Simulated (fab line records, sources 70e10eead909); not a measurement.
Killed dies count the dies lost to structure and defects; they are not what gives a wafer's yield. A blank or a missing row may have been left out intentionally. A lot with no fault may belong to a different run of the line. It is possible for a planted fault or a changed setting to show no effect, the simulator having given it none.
fab line records	flow nand-harc
[record] lots = 24	wafers = 72	last-day = 34
route steps=1302 shown A_CONTACT@1047 A_BLC@1122
lots that met no fault: from a run of the same line without faults
start-h: hours from the record's first day to the start of the lot's first wafer shown	wait-h: hours elapsed since this lot's preceding step	" same as the row above	L1.1+2: several wafers, shown together as one row	- no value present, or no start provided	* or withheld: withheld	< > ~ a bound
route shown NAME@n: names a module that has steps shown in the file, with the first one's number in the route	usual: average and standard deviation across the fault-free wafers	same: alike in all rows	chamber/n: place in a boat	sites: the reading at each site	_std_site: the values' standard deviation	_edge_site: inner sites' mean taken away from outer sites' mean	radius-mm: for every site, how far away it sits from the centre of the wafer	mask NAME#n: copy n	behind: tool/chamber where the wafer was last shaped	hold: why the lot went on hold/how many hours it stayed there/how the hold came to an end	device: names the non-switching transistor (n, p or np)	end of line: tests run on the same wafers once the route is complete	where a step has no rows: the recipe by itself	killed: count of dies lost to structure and defects at first sort (not the wafer's yield)	map: the dies of a wafer, with x for killed, . for not killed, _ for no die there
set.NAME: the setting as run; set.NAME@STEP: as run at that earlier step	model.NAME: the simulator's own value behind a step, which no gauge read
steps of the route over a sample of lots; a table a step, a row a wafer
services: when a tool's chamber went out of use (start-h, in hours from the record's first day, below 0 if earlier), for how many hours, and the reason
[[steps]]
[step NHARC_A_CONTACT_ETCH_124]
[recipe] source-w = withheld	pressure-mtorr = 20	bias-v = withheld	time-s = 140	target-depth-a = 7000	ar-flow-sccm = withheld	c4f8-flow-sccm = withheld	o2-flow-sccm = withheld	chemistry = C4F8/O2/Ar
lot.wafer	tool	chamber	start-h	wait-h	rf-hours-counter-h
L074.1	har-cap-etch-03	1	499.76	-	43
L074.2	"	0	"	"	43
L074.5	"	0	"	"	-
L075.4	har-cap-etch-02	1	516.94	-	-
L075.6	"	1	"	"	-
L075.5	"	0	"	"	-
L076.3	har-cap-etch-01	1	525.17	-	-
L076.4	"	0	"	"	-
L076.6	"	0	"	"	-
L077.1	har-cap-etch-03	1	526.43	-	49
L077.4	"	0	"	"	-
L077.5	"	0	"	"	-
L078.4	har-cap-etch-03	0	543.01	-	-
L078.6	"	0	"	"	-
L078.5	"	1	"	"	-
L079.1	har-cap-etch-03	0	552.63	-	54
L079.4	"	0	"	"	-
L079.5	"	0	"	"	-
L081.2	har-cap-etch-02	0	567.75	-	94
L081.3	"	1	"	"	-
L081.6	"	1	"	"	-
L080.4	har-cap-etch-01	1	568.26	-	-
L080.3	"	0	"	"	-
L080.6	"	1	"	"	-
L082.1	har-cap-etch-02	0	587.64	-	98
L082.3	"	1	"	"	-
L082.5	"	1	"	"	-
L084.2	har-cap-etch-02	0	600.06	-	99
L084.4	"	0	"	"	-
L084.3	"	1	"	"	-
L083.2	har-cap-etch-01	0	603.40	-	16
L083.1	"	1	"	"	16
L083.6	"	0	"	"	-
L086.1	har-cap-etch-02	1	620.86	-	103
L086.5	"	1	"	"	-
L086.6	"	0	"	"	-
L085.1	har-cap-etch-01	0	621.66	-	19
L085.2	"	1	"	"	19
L085.4	"	1	"	"	-
L087.1	har-cap-etch-01	0	646.85	-	24
L087.5	"	1	"	"	-
L087.6	"	0	"	"	-
L089.2	har-cap-etch-03	0	650.36	-	69
L089.3	"	0	"	"	-
L089.5	"	1	"	"	-
L088.3	har-cap-etch-02	1	652.79	-	-
L088.5	"	0	"	"	-
L088.6	"	1	"	"	-
L091.2	har-cap-etch-03	0	669.53	-	75
L091.4	"	0	"	"	-
L091.5	"	0	"	"	-
L090.1	har-cap-etch-02	1	670.50	-	115
L090.2	"	0	"	"	115
L090.5	"	1	"	"	-
L092.2	har-cap-etch-01	0	677.10	-	30
L092.1	"	1	"	"	30
L092.3	"	1	"	"	-
L093.1	har-cap-etch-03	0	678.31	-	76
L093.4	"	0	"	"	-
L093.6	"	0	"	"	-
L094.3	har-cap-etch-02	1	698.26	-	-
L094.4	"	0	"	"	-
L094.5	"	0	"	"	-
L095.2	har-cap-etch-02	0	719.08	-	121
L095.4	"	1	"	"	-
L095.6	"	0	"	"	-
L096.2	har-cap-etch-03	0	731.25	-	84
L096.4	"	0	"	"	-
L096.6	"	0	"	"	-
L097.4	har-cap-etch-03	1	747.91	-	-
L097.5	"	1	"	"	-
L097.6	"	0	"	"	-
[step NHARC_A_CONTACT_ETCH_97]
[recipe] target-depth-a = 200	over-etch-frac = 0.5	time-s = 10	ion-energy-ev = 250	c4f6-flow-sccm = 25	o2-flow-sccm = 20	ar-flow-sccm = 500	rf-w = 600	bias-w = 500	chemistry = C4F6/O2
[usual] drypump-motor-current-A = 5.7/0.32	oes-product-au = 0.952/0.019	rf-vpp-V = 546.3/2.6	showerhead-plenum-p-Torr = 3.90/0.13	throttle-valve-pct = 26.904/0.0091
[same] over-etch-frac = 0.5
lot.wafer	tool	chamber	start-h	wait-h	drypump-motor-current-A	oes-product-au	rf-hours-counter-h	rf-vpp-V	showerhead-plenum-p-Torr	throttle-valve-pct
L074.1	rie-diel-02	0	-	-	6.2	0.937	37	549.7	4.13	26.895
L074.2	"	1	"	"	5.6	0.919	37	541.2	3.73	26.915
L074.5	"	3	"	"	5.3	0.923	-	548.8	4.04	26.892
L075.4	rie-diel-02	2	-	-	5.8	0.951	37	544.4	3.81	26.908
L075.6	"	0	"	"	6.1	0.938	-	552.6	4.13	26.898
L075.5	"	1	"	"	5.7	0.949	-	543.2	3.73	26.911
L076.3	rie-diel-03	0	-	-	5.4	0.952	12	546.3	3.89	26.905
L076.4	"	1	"	"	5.7	0.953	12	545.2	3.83	26.898
L076.6	"	1	"	"	5.7	0.954	-	545.8	3.83	26.914
L077.1	rie-diel-12	1	-	-	5.9	0.926	28	547.0	3.95	26.905
L077.4	"	2	"	"	5.6	0.960	21	548.2	4.00	26.901
L077.5	"	1	"	"	5.8	0.939	-	547.0	3.95	26.897
L078.4	rie-diel-02	2	-	-	5.8	0.934	44	546.2	3.81	26.917
L078.5	"	0	"	"	6.2	0.944	-	551.3	4.12	26.906
L078.6	"	1	"	"	5.7	0.946	-	542.4	3.72	26.921
L079.4	rie-diel-02	1	-	-	5.7	0.937	55	542.8	3.72	26.895
L079.1	"	0	"	"	6.2	0.963	53	551.7	4.12	26.900
L079.5	"	2	"	"	5.8	0.946	-	544.0	3.80	26.910
L081.3	rie-diel-02	3	-	-	5.3	0.939	50	548.8	4.03	26.896
L081.2	"	1	"	"	5.7	0.940	59	542.7	3.72	26.898
L081.6	"	3	"	"	5.3	0.944	-	548.0	4.03	26.910
L080.4	rie-diel-03	0	-	-	5.4	0.992	20	546.7	3.89	26.903
L080.3	"	2	"	"	6.3	1.001	21	543.1	3.79	26.919
L080.6	"	0	"	"	5.4	1.001	-	546.0	3.89	26.907
L082.3	rie-diel-03	1	-	-	5.6	0.927	23	544.2	3.83	26.913
L082.1	"	3	"	"	5.3	0.925	25	545.4	3.89	26.901
L082.5	"	1	"	"	5.6	0.923	-	544.4	3.83	26.896
L084.3	rie-diel-02	2	-	-	5.8	0.962	11	544.7	3.80	26.901
L084.2	"	3	"	"	5.3	0.955	8	547.6	4.02	26.909
L084.4	"	0	"	"	6.1	0.975	8	549.9	4.11	26.896
L083.1	rie-diel-02	3	-	-	5.2	0.972	10	549.5	4.02	26.899
L083.2	"	0	"	"	6.1	0.990	9	548.7	4.11	26.899
L083.6	"	0	"	"	6.1	0.990	-	550.3	4.11	26.896
L086.1	rie-diel-03	0	623.43	0.2	5.4	0.958	30	545.0	3.88	26.897
L086.5	"	3	"	"	5.3	0.957	-	546.3	3.89	26.905
L086.6	"	1	"	"	5.7	0.969	-	544.6	3.82	26.900
L085.4	rie-diel-02	2	-	-	5.8	0.968	16	545.1	3.79	26.910
L085.2	"	3	"	"	5.3	0.931	12	549.5	4.02	26.902
L085.1	"	0	"	"	6.1	0.943	11	549.8	4.11	26.899
L087.1	rie-diel-12	1	-	-	5.9	0.956	5	547.6	3.93	26.920
L087.6	"	1	"	"	5.9	0.960	-	546.5	3.93	26.903
L087.5	"	2	"	"	5.7	0.952	-	547.8	3.98	26.884
L089.3	rie-diel-03	0	-	-	5.4	0.931	3	546.5	3.88	26.895
L089.2	"	1	"	"	5.7	0.951	3	544.3	3.82	26.920
L089.5	"	0	"	"	5.4	0.934	-	546.5	3.88	26.910
L088.3	rie-diel-03	2	-	-	6.3	0.956	2	543.9	3.78	26.907
L088.5	"	2	"	"	6.3	0.959	-	543.7	3.78	26.893
L088.6	"	3	"	"	5.3	0.946	-	545.0	3.89	26.892
L091.2	rie-diel-02	0	-	-	6.1	0.942	29	551.0	4.10	26.907
L091.4	"	1	"	"	5.7	0.942	31	543.9	3.70	26.897
L091.5	"	1	"	"	5.7	0.948	-	543.4	3.70	26.913
L090.1	rie-diel-02	3	-	-	5.3	0.955	33	546.3	4.01	26.889
L090.2	"	1	"	"	5.7	0.937	32	541.5	3.70	26.908
L090.5	"	0	"	"	6.1	0.943	-	549.8	4.10	26.894
L092.3	rie-diel-03	2	-	-	6.4	0.964	7	544.2	3.78	26.902
L092.2	"	0	"	"	5.4	0.941	7	545.9	3.88	26.900
L092.1	"	1	"	"	5.6	0.927	8	544.0	3.82	26.922
L093.4	rie-diel-03	0	-	-	5.4	0.964	8	545.5	3.88	26.896
L093.1	"	2	"	"	6.3	0.975	7	543.9	3.78	26.904
L093.6	"	1	"	"	5.6	0.963	-	543.9	3.82	26.891
L094.4	rie-diel-12	3	-	-	5.9	0.919	26	552.2	4.18	26.896
L094.3	"	0	"	"	5.7	0.931	17	546.8	3.91	26.914
L094.5	"	2	"	"	5.6	0.947	-	548.5	3.97	26.901
L095.2	rie-diel-03	1	721.62	0.2	5.6	0.947	16	545.1	3.81	26.922
L095.4	"	0	"	"	5.4	0.955	-	546.6	3.87	26.900
L095.6	"	1	"	"	5.6	0.948	-	544.7	3.81	26.900
L096.4	rie-diel-12	3	-	-	5.9	0.956	37	551.5	4.17	26.900
L096.2	"	0	"	"	5.7	0.971	29	546.0	3.90	26.896
L096.6	"	2	"	"	5.6	0.943	-	548.3	3.96	26.910
L097.4	rie-diel-03	1	-	-	5.6	0.965	22	545.6	3.81	26.904
L097.6	"	1	"	"	5.6	0.957	-	545.3	3.81	26.899
L097.5	"	2	"	"	6.4	1.004	-	542.0	3.78	26.900
[step NHARC_A_CONTACT_ETCH_139]
[recipe] source-w = withheld	pressure-mtorr = 20	bias-v = 400	time-s = 195	target-depth-a = 8400	ar-flow-sccm = withheld	c4f8-flow-sccm = 11.5	o2-flow-sccm = 7.2	chemistry = C4F8/O2/Ar
lot.wafer	tool	chamber	start-h	wait-h	rf-hours-counter-h
L074.1	har-cap-etch-02	1	508.90	0.2	85
L074.2	"	0	"	"	85
L074.5	"	1	"	"	-
L075.4	har-cap-etch-02	0	528.11	0.2	-
L075.6	"	1	"	"	-
L075.5	"	0	"	"	-
L076.4	har-cap-etch-02	0	534.85	0.2	-
L076.3	"	1	"	"	-
L076.6	"	0	"	"	-
L077.1	har-cap-etch-03	0	535.45	0.2	52
L077.4	"	0	"	"	-
L077.5	"	1	"	"	-
L078.4	har-cap-etch-01	1	551.66	0.2	-
L078.6	"	0	"	"	-
L078.5	"	1	"	"	-
L079.1	har-cap-etch-03	1	562.47	0.2	57
L079.4	"	0	"	"	-
L079.5	"	1	"	"	-
L081.2	har-cap-etch-03	1	576.40	0.2	58
L081.3	"	1	"	"	-
L081.6	"	1	"	"	-
L080.4	har-cap-etch-02	0	577.63	0.3	-
L080.3	"	1	"	"	-
L080.6	"	1	"	"	-
L082.1	har-cap-etch-03	1	599.72	0.2	62
L082.3	"	1	"	"	-
L082.5	"	0	"	"	-
L084.2	har-cap-etch-01	1	611.36	0.3	19
L084.4	"	0	"	"	-
L084.3	"	1	"	"	-
L083.2	har-cap-etch-03	1	612.58	0.2	65
L083.1	"	0	"	"	65
L083.6	"	1	"	"	-
L086.1	har-cap-etch-03	0	630.33	0.2	67
L086.6	"	0	"	"	-
L086.5	"	1	"	"	-
L085.2	har-cap-etch-02	0	631.95	0.2	106
L085.1	"	1	"	"	106
L085.4	"	0	"	"	-
L087.1	har-cap-etch-01	0	658.07	0.3	26
L087.6	"	1	"	"	-
L087.5	"	0	"	"	-
L089.2	har-cap-etch-01	1	662.08	0.3	28
L089.3	"	0	"	"	-
L089.5	"	0	"	"	-
L088.3	har-cap-etch-03	0	662.54	0.2	-
L088.6	"	1	"	"	-
L088.5	"	0	"	"	-
L091.2	har-cap-etch-02	1	682.65	0.2	118
L091.4	"	1	"	"	-
L091.5	"	0	"	"	-
L090.1	har-cap-etch-01	0	683.63	0.2	33
L090.2	"	1	"	"	33
L090.5	"	0	"	"	-
L092.2	har-cap-etch-02	0	690.14	0.2	119
L092.1	"	1	"	"	119
L092.3	"	1	"	"	-
L093.1	har-cap-etch-01	1	693.81	0.2	35
L093.4	"	0	"	"	-
L093.6	"	1	"	"	-
L094.3	har-cap-etch-03	0	707.21	0.2	-
L094.4	"	1	"	"	-
L094.5	"	1	"	"	-
L095.2	har-cap-etch-02	1	730.21	0.2	124
L095.4	"	1	"	"	-
L095.6	"	1	"	"	-
L096.2	har-cap-etch-01	1	744.28	0.2	43
L096.4	"	0	"	"	-
L096.6	"	1	"	"	-
L097.4	har-cap-etch-01	1	759.97	0.2	-
L097.6	"	1	"	"	-
L097.5	"	0	"	"	-
[step NHARC_A_CONTACT_CD_MEAS_15]
[usual] cd-nm = 190.0/0.57
lot.wafer	tool	chamber	start-h	wait-h	cd-nm
L074.1	cd-sem-03	-	509.70	-	189.7
L074.2	"	-	"	"	190.2
L074.5	"	-	"	"	189.8
L075.4	cd-sem-01	-	528.76	-	189.9
L075.5	"	-	"	"	190.1
L075.6	"	-	"	"	189.6
L076.3	cd-sem-01	-	535.57	-	190.0
L076.4	"	-	"	"	189.9
L076.6	"	-	"	"	190.0
L077.1	cd-sem-03	-	536.23	-	190.5
L077.4	"	-	"	"	189.8
L077.5	"	-	"	"	190.2
L078.4	cd-sem-02	-	552.31	-	189.3
L078.5	"	-	"	"	190.2
L078.6	"	-	"	"	189.7
L079.1	cd-sem-03	-	563.20	-	188.9
L079.4	"	-	"	"	189.6
L079.5	"	-	"	"	189.8
L081.2	cd-sem-03	-	577.13	-	189.6
L081.3	"	-	"	"	189.4
L081.6	"	-	"	"	190.1
L080.3	cd-sem-01	-	578.38	-	190.6
L080.4	"	-	"	"	190.6
L080.6	"	-	"	"	190.0
L082.1	cd-sem-03	-	600.45	-	189.9
L082.3	"	-	"	"	189.7
L082.5	"	-	"	"	189.9
L084.2	cd-sem-02	-	612.16	-	190.4
L084.3	"	-	"	"	190.2
L084.4	"	-	"	"	190.4
L083.1	cd-sem-03	-	613.38	-	189.1
L083.2	"	-	"	"	189.2
L083.6	"	-	"	"	189.1
L086.1	cd-sem-03	-	631.11	-	190.5
L086.5	"	-	"	"	190.5
L086.6	"	-	"	"	190.6
L085.1	cd-sem-02	-	632.73	-	189.4
L085.2	"	-	"	"	189.1
L085.4	"	-	"	"	188.9
L087.1	cd-sem-03	-	659.00	-	190.1
L087.5	"	-	"	"	189.8
L087.6	"	-	"	"	189.7
L089.2	cd-sem-01	-	662.95	-	190.0
L089.3	"	-	"	"	189.7
L089.5	"	-	"	"	189.6
L088.3	cd-sem-01	-	663.18	-	190.6
L088.5	"	-	"	"	190.6
L088.6	"	-	"	"	190.3
L091.2	cd-sem-03	-	683.42	-	189.7
L091.4	"	-	"	"	189.3
L091.5	"	-	"	"	189.8
L090.1	cd-sem-01	-	684.42	-	190.1
L090.2	"	-	"	"	190.4
L090.5	"	-	"	"	189.9
L092.1	cd-sem-02	-	690.92	-	189.2
L092.2	"	-	"	"	189.9
L092.3	"	-	"	"	189.6
L093.1	cd-sem-01	-	694.58	-	191.2
L093.4	"	-	"	"	190.5
L093.6	"	-	"	"	191.2
L094.3	cd-sem-03	-	707.94	-	189.9
L094.4	"	-	"	"	189.9
L094.5	"	-	"	"	190.2
L095.2	cd-sem-01	-	731.04	-	191.2
L095.4	"	-	"	"	190.0
L095.6	"	-	"	"	190.3
L096.2	cd-sem-01	-	745.01	-	189.7
L096.4	"	-	"	"	189.6
L096.6	"	-	"	"	189.9
L097.4	cd-sem-01	-	760.67	-	189.7
L097.5	"	-	"	"	189.9
L097.6	"	-	"	"	189.6
[step NHARC_A_BLC_ETCH_17]
[recipe] target-depth-a = 3900	over-etch-frac = 0.25	time-s = 609.38	ion-energy-ev = 200	n2-flow-sccm = 150	h2-flow-sccm = 150	ar-flow-sccm = 0	rf-w = 400	bias-w = 150	chemistry = N2/H2
[usual] drypump-motor-current-A = 5.6/0.48	oes-product-au = 1.000/0.008	rf-vpp-V = 429.3/2.4	showerhead-plenum-p-Torr = 1.99/0.082	throttle-valve-pct = 14.172/0.0092
[same] over-etch-frac = 0.25
lot.wafer	tool	chamber	start-h	wait-h	drypump-motor-current-A	oes-product-au	rf-hours-counter-h	rf-vpp-V	showerhead-plenum-p-Torr	throttle-valve-pct
L074.2	rie-diel-05	2	-	-	6.3	1.005	9	429.2	1.91	14.185
L074.1	"	3	"	"	5.2	0.988	5	431.3	2.03	14.192
L074.5	"	1	"	"	5.5	1.015	-	428.7	1.94	14.164
L075.4	rie-diel-07	2	-	-	5.4	1.008	2	431.2	2.06	14.163
L075.5	"	0	"	"	5.8	1.009	-	429.8	2.04	14.165
L075.6	"	1	"	"	4.6	0.994	-	426.7	1.89	14.160
L076.3	rie-diel-05	3	-	-	5.2	0.992	7	430.2	2.03	14.176
L076.4	"	1	"	"	5.5	1.001	12	426.3	1.94	14.159
L076.6	"	2	"	"	6.3	1.019	-	427.0	1.91	14.158
L077.4	rie-diel-07	2	-	-	5.4	1.006	3	430.3	2.06	14.166
L077.1	"	0	"	"	5.8	0.988	3	430.8	2.04	14.182
L077.5	"	1	"	"	4.6	0.995	-	425.0	1.89	14.176
L078.4	rie-diel-05	2	-	-	6.3	1.007	13	426.2	1.91	14.158
L078.6	"	2	"	"	6.3	1.007	-	428.0	1.91	14.170
L078.5	"	3	"	"	5.2	0.993	-	431.3	2.03	14.179
L079.1	rie-diel-09	2	-	-	6.5	1.005	17	429.4	2.03	14.179
L079.4	"	1	"	"	5.9	0.999	19	428.7	1.97	14.192
L079.5	"	2	"	"	6.5	0.992	-	429.8	2.03	14.176
L081.3	rie-diel-05	2	-	-	6.2	0.999	14	428.5	1.91	14.164
L081.2	"	0	"	"	5.3	0.990	15	434.0	2.13	14.188
L081.6	"	3	"	"	5.2	0.997	-	429.5	2.03	14.170
L080.4	rie-diel-09	0	-	-	6.0	0.994	21	431.0	2.10	14.180
L080.3	"	2	"	"	6.4	0.990	24	430.2	2.03	14.186
L080.6	"	0	"	"	6.0	1.002	-	431.7	2.10	14.162
L082.1	rie-diel-07	0	-	-	5.8	1.005	7	431.9	2.04	14.171
L082.3	"	3	"	"	5.9	0.981	8	427.1	1.92	14.163
L082.5	"	1	"	"	4.6	0.992	-	426.6	1.89	14.173
L084.3	rie-diel-07	0	-	-	5.8	1.004	8	430.0	2.04	14.172
L084.4	"	1	"	"	4.6	1.004	8	426.4	1.89	14.171
L084.2	"	3	"	"	5.9	0.991	9	426.1	1.92	14.173
L083.2	rie-diel-07	3	-	-	5.8	0.999	9	426.9	1.92	14.166
L083.1	"	0	"	"	5.8	0.998	9	430.1	2.04	14.174
L083.6	"	0	"	"	5.8	0.995	-	430.9	2.04	14.175
L086.1	rie-diel-05	3	-	-	5.2	0.984	3	428.5	2.03	14.173
L086.6	"	3	"	"	5.2	0.985	-	430.6	2.03	14.177
L086.5	"	0	"	"	5.3	0.996	-	433.5	2.13	14.155
L085.1	rie-diel-05	3	-	-	5.2	0.977	4	428.8	2.03	14.170
L085.2	"	0	"	"	5.3	0.988	3	432.9	2.13	14.185
L085.4	"	1	"	"	5.5	0.991	4	426.7	1.93	14.154
L087.1	rie-diel-05	3	-	-	5.2	0.996	6	430.2	2.02	14.168
L087.5	"	0	"	"	5.3	1.005	-	431.8	2.13	14.165
L087.6	"	1	"	"	5.5	1.005	-	428.2	1.93	14.168
L088.3	rie-diel-05	3	-	-	5.2	0.993	7	430.1	2.02	14.165
L088.6	"	3	"	"	5.2	0.994	-	432.5	2.02	14.175
L088.5	"	0	"	"	5.3	0.999	-	433.9	2.13	14.173
L089.3	rie-diel-05	2	-	-	6.3	0.994	7	427.8	1.91	14.174
L089.2	"	3	"	"	5.2	0.997	7	430.3	2.02	14.184
L089.5	"	2	"	"	6.3	0.996	-	427.5	1.91	14.166
L091.2	rie-diel-05	3	-	-	5.2	0.985	10	429.1	2.02	14.182
L091.5	"	2	"	"	6.3	1.004	-	427.8	1.90	14.187
L091.4	"	1	"	"	5.5	1.003	-	427.5	1.93	14.185
L090.1	rie-diel-07	0	-	-	5.8	1.013	1	432.2	2.04	14.162
L090.2	"	1	"	"	4.7	0.996	1	426.7	1.89	14.178
L090.5	"	3	"	"	5.9	1.003	-	427.1	1.92	14.177
L092.2	rie-diel-07	3	-	-	5.9	1.008	1	427.0	1.92	14.178
L092.1	"	1	"	"	4.7	1.014	1	426.9	1.89	14.163
L092.3	"	2	"	"	5.3	1.010	1	431.6	2.06	14.174
L093.1	rie-diel-05	3	-	-	5.2	0.997	11	430.8	2.02	14.186
L093.4	"	0	"	"	5.3	0.995	8	433.8	2.13	14.166
L093.6	"	2	"	"	6.3	1.006	-	425.5	1.90	14.170
L094.3	rie-diel-07	1	-	-	4.6	0.995	2	426.4	1.89	14.183
L094.4	"	2	"	"	5.4	1.001	3	429.6	2.06	14.183
L094.5	"	3	"	"	5.9	1.004	-	425.7	1.91	14.163
L095.2	rie-diel-07	3	-	-	5.8	0.999	4	427.2	1.91	14.166
L095.4	"	0	"	"	5.8	0.999	4	431.5	2.04	14.168
L095.6	"	2	"	"	5.4	1.002	-	431.8	2.06	14.175
L096.4	rie-diel-07	1	-	-	4.7	0.997	5	427.1	1.89	14.181
L096.2	"	2	"	"	5.3	1.009	5	431.4	2.06	14.164
L096.6	"	0	"	"	5.8	1.012	-	430.3	2.04	14.169
L097.4	rie-diel-07	0	-	-	5.8	1.013	6	429.4	2.04	14.169
L097.5	"	2	"	"	5.3	1.006	-	430.7	2.06	14.180
L097.6	"	3	"	"	5.9	1.002	-	427.8	1.91	14.166
[step NHARC_A_BLC_CVD_24]
[recipe] target-thk-a = 1500	temp-c = 300	pressure-torr = 40	wf6-flow-sccm = 40	h2-flow-sccm = 1600	ar-flow-sccm = 1560	time-s = 434	material = W
[usual] heater-power-w = 471/38	mfc-h2-sccm = 1601/4.6	throttle-valve-pct = 7.97/0.24
lot.wafer	tool	chamber	start-h	wait-h	heater-power-w	mfc-h2-sccm	throttle-valve-pct
L074.1	cvd-w-02	0	-	-	444	1603	7.85
L074.2	"	1	"	"	452	1603	8.22
L074.5	"	0	"	"	462	1607	7.92
L075.4	cvd-w-02	1	-	-	437	1600	8.21
L075.6	"	0	"	"	443	1603	7.79
L075.5	"	1	"	"	443	1607	8.14
L076.3	cvd-w-02	0	-	-	453	1600	7.74
L076.4	"	1	"	"	450	1607	8.25
L076.6	"	1	"	"	444	1600	8.09
L077.1	cvd-w-01	1	-	-	543	1605	8.01
L077.4	"	1	"	"	565	1599	7.89
L077.5	"	1	"	"	541	1602	7.83
L078.4	cvd-w-02	0	-	-	455	1594	7.74
L078.6	"	0	"	"	448	1604	7.68
L078.5	"	1	"	"	451	1607	8.14
L079.1	cvd-w-02	1	-	-	452	1597	8.05
L079.4	"	0	"	"	471	1593	7.92
L079.5	"	0	"	"	471	1603	7.88
L081.2	cvd-w-02	1	-	-	442	1605	8.34
L081.3	"	0	"	"	449	1597	8.08
L081.6	"	0	"	"	449	1599	7.98
L080.3	cvd-w-01	1	-	-	530	1593	7.91
L080.4	"	0	"	"	444	1595	7.94
L080.6	"	0	"	"	456	1600	7.54
L082.1	cvd-w-01	1	-	-	522	1601	7.97
L082.3	"	0	"	"	438	1590	8.01
L082.5	"	0	"	"	453	1597	7.83
L084.2	cvd-w-02	1	-	-	448	1603	8.06
L084.4	"	0	"	"	452	1593	8.40
L084.3	"	1	"	"	448	1599	8.30
L083.1	cvd-w-01	1	-	-	540	1601	7.83
L083.2	"	0	"	"	435	1596	7.78
L083.6	"	0	"	"	455	1596	7.89
L086.1	cvd-w-01	1	-	-	526	1595	7.79
L086.5	"	0	"	"	441	1604	7.88
L086.6	"	1	"	"	533	1596	7.96
L085.2	cvd-w-01	1	-	-	527	1604	7.91
L085.1	"	0	"	"	463	1611	7.73
L085.4	"	1	"	"	523	1600	7.86
L087.1	cvd-w-02	0	-	-	492	1600	7.73
L087.5	"	0	"	"	484	1603	8.08
L087.6	"	1	"	"	426	1598	8.32
L088.3	cvd-w-01	1	-	-	520	1596	8.07
L088.6	"	1	"	"	536	1596	7.86
L088.5	"	0	"	"	458	1608	7.48
L089.2	cvd-w-02	1	-	-	425	1608	7.98
L089.3	"	1	"	"	424	1601	8.20
L089.5	"	0	"	"	492	1602	8.02
L091.2	cvd-w-02	1	-	-	421	1602	8.13
L091.4	"	0	"	"	485	1605	8.19
L091.5	"	0	"	"	474	1593	8.00
L090.1	cvd-w-01	0	-	-	466	1607	7.84
L090.2	"	1	"	"	532	1594	7.79
L090.5	"	1	"	"	516	1597	8.03
L092.1	cvd-w-01	1	-	-	525	1610	7.77
L092.2	"	0	"	"	453	1598	7.82
L092.3	"	0	"	"	452	1605	7.86
L093.1	cvd-w-02	1	-	-	426	1598	8.38
L093.4	"	1	"	"	435	1604	8.03
L093.6	"	0	"	"	493	1600	8.12
L094.3	cvd-w-01	1	-	-	532	1602	8.04
L094.4	"	0	"	"	459	1602	8.02
L094.5	"	1	"	"	524	1604	7.75
L095.2	cvd-w-02	1	-	-	429	1607	8.32
L095.4	"	0	"	"	499	1596	8.19
L095.6	"	0	"	"	501	1612	8.45
L096.2	cvd-w-01	1	-	-	534	1596	7.61
L096.4	"	0	"	"	446	1598	7.57
L096.6	"	1	"	"	553	1595	7.67
L097.4	cvd-w-02	0	-	-	492	1608	8.00
L097.6	"	1	"	"	421	1599	8.27
L097.5	"	0	"	"	492	1599	8.14
[[services]]
tool	chamber	start-h	hours	kind
rie-diel-07	-	483.18	9.0	pm
har-cap-etch-01	-	497.49	17.0	pm
rie-diel-07	1	507.01	4.5	repair
cvd-w-01	-	547.00	13.0	pm
rie-diel-05	-	561.09	17.3	repair
rie-diel-02	-	570.88	9.0	pm
rie-diel-05	-	583.60	9.0	pm
rie-diel-05	0	600.35	1.7	repair
rie-diel-03	2	622.41	1.5	repair
cvd-w-02	-	631.24	13.0	pm
cvd-w-01	-	646.83	5.2	repair
rie-diel-07	3	656.18	17.5	repair
rie-diel-07	-	660.18	9.0	pm
rie-diel-03	-	660.49	0.7	repair
rie-diel-05	0	672.71	16.1	repair
rie-diel-03	0	698.57	9.7	repair
rie-diel-07	-	703.64	0.4	repair
rie-diel-03	2	712.15	28.9	repair
rie-diel-03	3	719.20	1.4	repair
cvd-w-01	-	728.00	13.0	pm
rie-diel-03	1	737.83	9.3	repair
rie-diel-02	1	744.31	4.3	repair
har-cap-etch-02	-	754.93	17.0	pm
rie-diel-05	-	760.60	9.0	pm
[[key]]
fault none
